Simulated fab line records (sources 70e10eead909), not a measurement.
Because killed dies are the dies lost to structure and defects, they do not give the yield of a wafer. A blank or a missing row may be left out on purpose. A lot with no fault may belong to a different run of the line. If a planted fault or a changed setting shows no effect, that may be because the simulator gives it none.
fab line records ; flow nand_harc
record: lots: 12; wafers: 36; last_day: 24
route steps=1159 shown A_CONTACT@946 A_BLC@971
lots that met no fault: taken from a fault-free run of the same line
start_h: the number of hours between the record's first day and the start of the first shown wafer of the lot ; wait_h: hours from the lot's prior step to this one ; " as in the row above ; L1.1+2: one row covering several wafers at once ; - either no value or no given start ; * or withheld: withheld ; < > ~ a bound
route shown NAME@n: a module of which the file shows steps, and the number in the route of the first ; usual: average and standard deviation across the fault-free wafers ; same: alike in all rows ; chamber/n: place in a boat ; sites: per-site readings ; _std_site: the values' standard deviation ; _edge_site: mean of outer sites minus mean of inner sites ; radius_mm: for every site, how far away it sits from the centre of the wafer ; mask NAME#n: copy n ; behind: tool/chamber where the wafer was last shaped ; hold: cause of the lot's hold/its duration in hours/its outcome ; device: the transistor (n, p or np) that didn't switch ; end of line: the tests these same wafers got at the end of their route ; a step given without rows: its recipe and nothing more ; killed: at the first sort, the dies lost to defects and structure; wafer yield is something else ; map: dies across one wafer; x = killed, . = not, _ = none there
set.NAME: the setting the step ran with; set.NAME@STEP: the setting that earlier step ran with ; model.NAME: the simulator's own value behind a step, which no gauge read
the route's steps for a sample of lots (tables are steps, rows are wafers)
services: the hour from which a tool's chamber was out of use, counted from the record's first day as start_h (under 0 if before that day), plus the number of hours and why
== steps ==
step: NHARC_A_CONTACT_ETCH_137
recipe: source_w: withheld; pressure_mtorr: 20; bias_v: 3000; time_s: 132; target_depth_a: 12870; ar_flow_sccm: withheld; c4f8_flow_sccm: withheld; o2_flow_sccm: withheld; chemistry: C4F8/O2/Ar
lot.wafer;tool;chamber;start_h;wait_h;rf_hours_counter_h
L445.1;har_cap_etch-03;1;386.61;0.1;86
L445.3;har_cap_etch-03;0;386.61;0.1;-
L445.6;har_cap_etch-03;0;386.61;0.1;-
L446.2;har_cap_etch-03;1;389.09;0.1;87
L446.1;har_cap_etch-03;0;389.09;0.1;87
L446.6;har_cap_etch-03;1;389.09;0.1;-
L449.1;har_cap_etch-02;1;401.80;0.1;15
L449.4;har_cap_etch-02;1;401.80;0.1;-
L449.6;har_cap_etch-02;1;401.80;0.1;-
L450.2;har_cap_etch-03;1;426.58;0.1;92
L450.1;har_cap_etch-03;0;426.58;0.1;92
L450.4;har_cap_etch-03;0;426.58;0.1;-
L457.1;har_cap_etch-01;1;451.85;0.1;70
L457.5;har_cap_etch-01;0;451.85;0.1;-
L457.6;har_cap_etch-01;1;451.85;0.1;-
L456.1;har_cap_etch-03;1;452.68;0.1;97
L456.2;har_cap_etch-03;0;452.68;0.1;97
L456.5;har_cap_etch-03;0;452.68;0.1;-
L455.2;har_cap_etch-03;0;468.22;0.1;101
L455.3;har_cap_etch-03;1;468.22;0.1;-
L455.5;har_cap_etch-03;0;468.22;0.1;-
L459.2;har_cap_etch-01;1;474.21;0.1;74
L459.5;har_cap_etch-01;0;474.21;0.1;-
L459.6;har_cap_etch-01;1;474.21;0.1;-
L462.2;har_cap_etch-02;0;480.13;0.1;32
L462.4;har_cap_etch-02;0;480.13;0.1;-
L462.6;har_cap_etch-02;1;480.13;0.1;-
L463.1;har_cap_etch-02;1;515.45;0.1;37
L463.2;har_cap_etch-02;0;515.45;0.1;37
L463.6;har_cap_etch-02;0;515.45;0.1;-
L466.1;har_cap_etch-03;0;518.24;0.1;109
L466.4;har_cap_etch-03;0;518.24;0.1;-
L466.5;har_cap_etch-03;1;518.24;0.1;-
L467.4;har_cap_etch-01;0;519.46;0.1;-
L467.3;har_cap_etch-01;1;519.46;0.1;-
L467.6;har_cap_etch-01;0;519.46;0.1;-
step: NHARC_A_CONTACT_CVD_19
recipe: target_thk_a: 3000; temp_c: 300; pressure_torr: 40; wf6_flow_sccm: 40; h2_flow_sccm: 1600; ar_flow_sccm: 1560; time_s: 802; material: W
usual: chamber_pressure_Torr: 39.99/0.094; heater_power_w: 476/45; mfc_ar_sccm: 1560/4.8; susceptor_temp_C: 299.97/0.19; throttle_valve_pct: 7.87/0.16
lot.wafer;tool;chamber;start_h;wait_h;chamber_pressure_Torr;heater_power_w;mfc_ar_sccm;susceptor_temp_C;throttle_valve_pct
L445.1;cvd_w-01;1;-;-;39.96;451;1569;300.13;7.80
L445.3;cvd_w-01;0;-;-;39.68;493;1562;300.15;7.91
L445.6;cvd_w-01;0;-;-;39.85;494;1561;300.16;7.89
L446.1;cvd_w-01;1;-;-;40.05;452;1555;300.00;7.90
L446.2;cvd_w-01;0;-;-;40.08;501;1568;299.77;7.97
L446.6;cvd_w-01;1;-;-;39.97;443;1567;299.88;7.74
L449.1;cvd_w-01;1;-;-;40.06;460;1556;299.97;7.76
L449.4;cvd_w-01;1;-;-;40.09;449;1556;299.86;7.88
L449.6;cvd_w-01;0;-;-;40.04;492;1554;299.90;8.01
L450.2;cvd_w-02;0;-;-;40.22;419;1558;300.10;7.65
L450.1;cvd_w-02;1;-;-;40.02;567;1554;299.91;8.01
L450.4;cvd_w-02;0;-;-;40.18;426;1550;299.74;7.50
L457.1;cvd_w-02;0;-;-;39.98;417;1555;299.79;7.59
L457.5;cvd_w-02;1;-;-;40.08;555;1554;300.23;7.90
L457.6;cvd_w-02;0;-;-;40.13;423;1561;299.88;7.68
L456.1;cvd_w-01;1;-;-;39.90;464;1566;300.17;7.78
L456.2;cvd_w-01;0;-;-;40.08;507;1560;300.24;7.85
L456.5;cvd_w-01;0;-;-;39.95;490;1571;300.15;8.19
L455.2;cvd_w-01;0;-;-;40.10;491;1565;299.95;7.75
L455.3;cvd_w-01;1;-;-;40.00;463;1558;300.07;7.81
L455.5;cvd_w-01;0;-;-;39.99;493;1561;300.01;7.85
L459.2;cvd_w-01;1;-;-;40.03;458;1560;300.01;7.91
L459.5;cvd_w-01;1;-;-;39.96;461;1554;300.04;7.82
L459.6;cvd_w-01;0;-;-;40.08;487;1558;300.04;8.13
L462.2;cvd_w-02;1;-;-;39.99;548;1559;-;8.05
L462.4;cvd_w-02;0;-;-;39.97;421;1555;-;7.81
L462.6;cvd_w-02;0;-;-;40.02;419;1561;-;7.62
L463.2;cvd_w-01;1;-;-;39.98;440;1553;300.16;7.59
L463.1;cvd_w-01;0;-;-;40.04;501;1560;300.00;7.77
L463.6;cvd_w-01;1;-;-;40.06;453;1554;300.20;7.72
L466.1;cvd_w-01;0;-;-;40.02;511;1564;299.72;7.86
L466.4;cvd_w-01;0;-;-;39.99;515;1563;299.94;8.02
L466.5;cvd_w-01;1;-;-;40.05;449;1560;299.70;7.98
L467.4;cvd_w-02;1;-;-;39.90;559;1562;-;7.88
L467.3;cvd_w-02;0;-;-;40.09;416;1567;-;8.03
L467.6;cvd_w-02;1;-;-;39.92;570;1566;-;7.78
step: NHARC_A_BLC_EXPOSE_07
recipe: na: 1.35; target_cd_nm: 100; dose_mj: 67.97; mask_id: A_BLC
lot.wafer;tool;chamber;start_h;wait_h;mask
L445.1+3+6;arfi_scanner-03;0;392.00;-;A_BLC#0
L446.1+2+6;arfi_scanner-02;0;396.70;-;A_BLC#0
L449.1+4+6;arfi_scanner-03;0;405.97;-;A_BLC#0
L450.1+2+4;arfi_scanner-01;0;430.32;-;A_BLC#0
L457.1+5+6;arfi_scanner-01;0;458.00;-;A_BLC#0
L456.1+2+5;arfi_scanner-02;0;458.54;-;A_BLC#0
L455.2+3+5;arfi_scanner-02;0;475.73;-;A_BLC#0
L459.2+5+6;arfi_scanner-02;0;478.47;-;A_BLC#0
L462.2+4+6;arfi_scanner-02;0;494.79;-;A_BLC#0
L463.1+2+6;arfi_scanner-02;0;519.61;-;A_BLC#0
L467.3+4+6;arfi_scanner-03;0;526.81;-;A_BLC#0
L466.1+4+5;arfi_scanner-03;0;526.83;-;A_BLC#0
step: NHARC_A_BLC_OVL_MEAS_11
usual: overlay_x_nm: 0.3/0.79; overlay_y_nm: 0.0/0.8
lot.wafer;tool;chamber;start_h;wait_h;overlay_x_nm;overlay_y_nm
L445.1;overlay-02;-;392.23;-;-0.4;1.1
L445.3;overlay-02;-;392.23;-;-0.5;0.8
L445.6;overlay-02;-;392.23;-;-0.2;1.0
L446.1;overlay-01;-;396.93;-;0.5;-0.6
L446.2;overlay-01;-;396.93;-;1.2;-0.5
L446.6;overlay-01;-;396.93;-;0.7;-0.4
L449.1;overlay-01;-;406.20;-;1.2;-0.4
L449.4;overlay-01;-;406.20;-;0.7;-0.3
L449.6;overlay-01;-;406.20;-;0.8;-0.8
L450.1;overlay-01;-;430.54;-;1.0;-1.0
L450.2;overlay-01;-;430.54;-;1.1;-1.4
L450.4;overlay-01;-;430.54;-;1.0;-0.5
L457.1;overlay-02;-;458.23;-;-1.1;-0.4
L457.5;overlay-02;-;458.23;-;-0.5;0.5
L457.6;overlay-02;-;458.23;-;-0.3;-0.1
L456.1;overlay-01;-;458.77;-;-0.1;-1.3
L456.2;overlay-01;-;458.77;-;0.0;-1.0
L456.5;overlay-01;-;458.77;-;0.1;-1.0
L455.2;overlay-01;-;475.95;-;0.3;-0.6
L455.3;overlay-01;-;475.95;-;0.3;-0.2
L455.5;overlay-01;-;475.95;-;0.2;-0.3
L459.2;overlay-02;-;478.70;-;7.3;0.0
L459.5;overlay-02;-;478.70;-;6.8;1.3
L459.6;overlay-02;-;478.70;-;7.1;0.1
L462.2;overlay-01;-;495.01;-;5.5;0.9
L462.4;overlay-01;-;495.01;-;5.3;0.6
L462.6;overlay-01;-;495.01;-;5.1;0.5
L463.1;overlay-02;-;519.84;-;7.4;0.9
L463.2;overlay-02;-;519.84;-;7.6;1.2
L463.6;overlay-02;-;519.84;-;8.2;1.5
L467.3;overlay-02;-;527.03;-;-0.1;-0.6
L467.4;overlay-02;-;527.03;-;-0.7;-1.0
L467.6;overlay-02;-;527.03;-;-0.1;-1.4
L466.1;overlay-01;-;527.06;-;0.1;-1.0
L466.4;overlay-01;-;527.06;-;0.0;-0.3
L466.5;overlay-01;-;527.06;-;-0.4;-0.1
step: NHARC_A_BLC_DESCUM_15
recipe: time_s: 3; o2_flow_sccm: 200; ar_flow_sccm: 0; bias_power_w: 0; chemistry: O2
usual: drypump_motor_current_A: 5.4/0.42; mfc_ar_sccm: 0.008/0.009; o2_flow_sccm: 200.1/0.59; oes_product_au: 0.999/0.013; rf_vpp_V: 57.9/0.86; showerhead_plenum_p_Torr: 1.94/0.057; throttle_valve_pct: 11.311/0.0092
lot.wafer;tool;chamber;start_h;wait_h;drypump_motor_current_A;mfc_ar_sccm;o2_flow_sccm;oes_product_au;rf_hours_counter_h;rf_vpp_V;showerhead_plenum_p_Torr;throttle_valve_pct
L445.1;rie_diel-04;3;392.34;0.1;5.3;0.022;199.8;1.005;11;57.8;1.96;11.309
L445.3;rie_diel-04;0;392.34;0.1;6.0;0;199.4;0.994;8;56.7;1.95;11.296
L445.6;rie_diel-04;2;392.34;0.1;4.9;0;201.4;1.015;-;58.0;1.96;11.297
L446.2;rie_diel-04;3;397.03;0.1;5.3;0.022;199.3;0.991;12;57.1;1.96;11.313
L446.1;rie_diel-04;2;397.03;0.1;4.9;0;200.5;1.014;12;59.4;1.96;11.303
L446.6;rie_diel-04;3;397.03;0.1;5.3;0.022;199.5;0.998;-;58.7;1.96;11.312
L449.4;rie_diel-04;3;406.31;0.1;5.3;0.022;200.4;0.999;13;58.4;1.96;11.323
L449.1;rie_diel-04;0;406.31;0.1;6.0;0;199.6;0.989;9;59.0;1.95;11.317
L449.6;rie_diel-04;2;406.31;0.1;4.9;0;200.0;1.010;-;59.2;1.96;11.307
L450.4;rie_diel-04;3;430.65;0.1;5.4;0.022;200.0;0.990;15;58.1;1.96;11.310
L450.2;rie_diel-04;0;430.65;0.1;6.1;0;199.6;1.004;12;58.7;1.95;11.314
L450.1;rie_diel-04;2;430.65;0.1;4.9;0;200.0;1.018;16;57.6;1.96;11.332
L457.1;rie_diel-04;2;458.34;0.1;4.8;0;200.1;1.007;19;57.7;1.96;11.305
L457.6;rie_diel-04;0;458.34;0.1;6.0;0;199.9;1.010;-;56.8;1.95;11.306
L457.5;rie_diel-04;1;458.34;0.1;5.3;0.003;201.1;0.981;-;58.9;1.87;11.308
L456.1;rie_diel-02;1;458.89;0.1;5.0;0.011;201.6;1.004;12;57.7;1.96;11.316
L456.2;rie_diel-02;2;458.89;0.1;6.2;0.011;201.5;0.990;13;59.0;1.95;11.301
L456.5;rie_diel-02;3;458.89;0.1;5.5;0.022;199.9;0.995;-;57.4;2.04;11.318
L455.3;rie_diel-02;3;476.05;0.1;5.5;0.022;199.9;1.002;14;59.3;2.04;11.303
L455.2;rie_diel-02;2;476.05;0.1;6.2;0.011;198.8;0.981;14;57.1;1.95;11.318
L455.5;rie_diel-02;3;476.05;0.1;5.5;0.022;199.0;0.999;-;58.7;2.04;11.318
L459.2;rie_diel-04;1;478.82;0.1;5.2;0.003;200.6;0.981;1;57.0;1.87;11.329
L459.6;rie_diel-04;2;478.82;0.1;4.8;0;199.7;1.013;-;59.3;1.96;11.301
L459.5;rie_diel-04;3;478.82;0.1;5.3;0.022;200.5;1.020;-;58.6;1.96;11.320
L462.2;rie_diel-06;3;495.11;0.1;4.8;0.001;199.6;0.999;27;58.6;1.98;11.298
L462.4;rie_diel-06;3;495.11;0.1;4.8;0.001;200.5;0.994;-;58.9;1.98;11.320
L462.6;rie_diel-06;2;495.11;0.1;5.4;0.015;200.3;1.008;-;58.2;1.99;11.317
L463.1;rie_diel-04;3;519.94;0.1;5.3;0.022;199.6;1.017;5;57.5;1.96;11.319
L463.2;rie_diel-04;2;519.94;0.1;4.8;0;200.6;1.006;5;58.6;1.96;11.302
L463.6;rie_diel-04;3;519.94;0.1;5.3;0.022;199.4;1.020;-;57.2;1.96;11.300
L467.3;rie_diel-06;3;527.13;0.1;4.8;0.001;200.6;0.995;32;58.9;1.98;11.308
L467.4;rie_diel-06;3;527.13;0.1;4.8;0.001;200.1;0.996;-;57.8;1.98;11.318
L467.6;rie_diel-06;0;527.13;0.1;5.6;0;198.9;0.995;-;56.7;1.93;11.306
L466.4;rie_diel-04;0;527.17;0.1;6.0;0;200.3;0.994;2;58.9;1.95;11.307
L466.1;rie_diel-04;1;527.17;0.1;5.2;0.003;200.5;0.977;5;57.3;1.87;11.291
L466.5;rie_diel-04;2;527.17;0.1;4.9;0;200.3;0.999;-;56.8;1.96;11.311
== services ==
tool;chamber;start_h;hours;kind
rie_diel-02;0;363.97;4.9;repair
rie_diel-04;-;365.20;0.1;repair
arfi_scanner-01;-;368.00;4.0;pm
rie_diel-04;0;371.50;-;clean
cvd_w-02;-;379.69;13.0;pm
har_cap_etch-01;-;395.64;0.4;repair
rie_diel-06;-;418.58;9.0;pm
rie_diel-04;0;435.65;15.3;repair
rie_diel-04;1;436.70;2.2;repair
arfi_scanner-01;-;440.83;0.5;repair
rie_diel-04;-;466.09;9.0;pm
rie_diel-06;2;466.74;24.9;repair
cvd_w-02;1;474.16;2.6;repair
rie_diel-04;0;475.91;20.4;repair
cvd_w-01;-;477.55;13.0;pm
arfi_scanner-03;-;483.75;0.7;repair
rie_diel-06;0;489.49;18.8;repair
rie_diel-06;1;491.98;8.0;repair
arfi_scanner-03;-;494.85;1.0;repair
rie_diel-06;2;499.59;2.0;repair
rie_diel-06;3;501.67;21.1;repair
rie_diel-02;-;504.88;9.0;pm
rie_diel-06;1;520.82;10.1;repair
arfi_scanner-02;-;523.73;4.0;pm
== key ==
first_sign: step: NHARC_A_BLC_OVL_MEAS_11; reading: overlay_x_nm; direction: up; sigmas: 8.1; usual: 0.3; struck: 6.7
effect none on later readings
met_at NHARC_A_BLC_EXPOSE_07
struck_lots L459,L462,L463
tester_left_out L459,L462,L463
not_acting_at NHARC_A_CONTACT_ETCH_137,NHARC_A_CONTACT_CVD_19,NHARC_A_BLC_DESCUM_15
onset_between 475.73 478.47
fault: kind: scanner_matching_overlay; tool: arfi_scanner-02; chamber: -; onset_h: 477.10; steps: NHARC_A_BLC_EXPOSE_07; offset: 6.6871
tester_left_out: of these lots the tester's yield and bins aren't shown, on N5 and GAA mostly nor the transistor test; their killed dies are dies lost to structure and defects alone, not to doping, threshold or leakage, so they don't give the yield
